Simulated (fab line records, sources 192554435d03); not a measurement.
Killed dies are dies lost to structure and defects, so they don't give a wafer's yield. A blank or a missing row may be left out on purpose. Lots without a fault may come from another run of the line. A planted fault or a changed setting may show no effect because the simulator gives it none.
Chamber matching | flow n5_finfet | N5_BEOL_M2_DEP_57 on pecvd-03: 3 sister chambers
The step deposits SiCN from 3MS/NH3, target thk 8 nm, time 14 s. 3 wafers are shown with their chamber, then 12 later ones without.

WAFERS WITH THEIR CHAMBER
wafer  | chamber | showerhead_vpp_V (V)
L092.4 | 0       | 817
L092.5 | 2       | 893
L092.6 | 1       | 871

WAFERS WITHOUT THEIR CHAMBER
wafer  | showerhead_vpp_V (V)
L093.1 | 889
L093.2 | 864
L093.6 | 835
L094.1 | 832
L094.4 | 851
L094.5 | 820
L096.3 | 863
L096.4 | 898
L096.6 | 856
L097.2 | 864
L097.3 | 913
L097.5 | 902

WHICH CHAMBER EACH WENT THROUGH
wafer  | from the rows above          | in truth
L093.1 | can't be placed: 2 or 1      | 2
L093.2 | can't be placed: 1 or 2      | 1
L093.6 | can't be placed: 0 or 1      | 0
L094.1 | can't be placed: 0 or 1      | 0
L094.4 | can't be placed: 1 or 0 or 2 | 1
L094.5 | 0                            | 0
L096.3 | can't be placed: 1 or 2      | 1
L096.4 | can't be placed: 2 or 1      | 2
L096.6 | can't be placed: 1 or 2 or 0 | 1
L097.2 | can't be placed: 1 or 2      | 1
L097.3 | can't be placed: 2 or 1      | 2
L097.5 | can't be placed: 2 or 1      | 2
Placed correctly: 1 of 12. Can't be placed from these rows: 11 (the true chamber is among the candidates in 11). Placed wrongly: 0.
How it was worked out, from the rows above alone: a wafer's distance from a chamber is the root of the sum, over the readings, of the square of ((its reading less the chamber's mean) divided by the reading's scatter). The wafer belongs to the nearest chamber; if the next one is less than 2 further off, it can't be placed. A chamber's mean is the mean of its shown wafers. The scatter: with one shown wafer a chamber, the root of the mean of the squares of how far each hidden wafer lies from its nearest shown one.
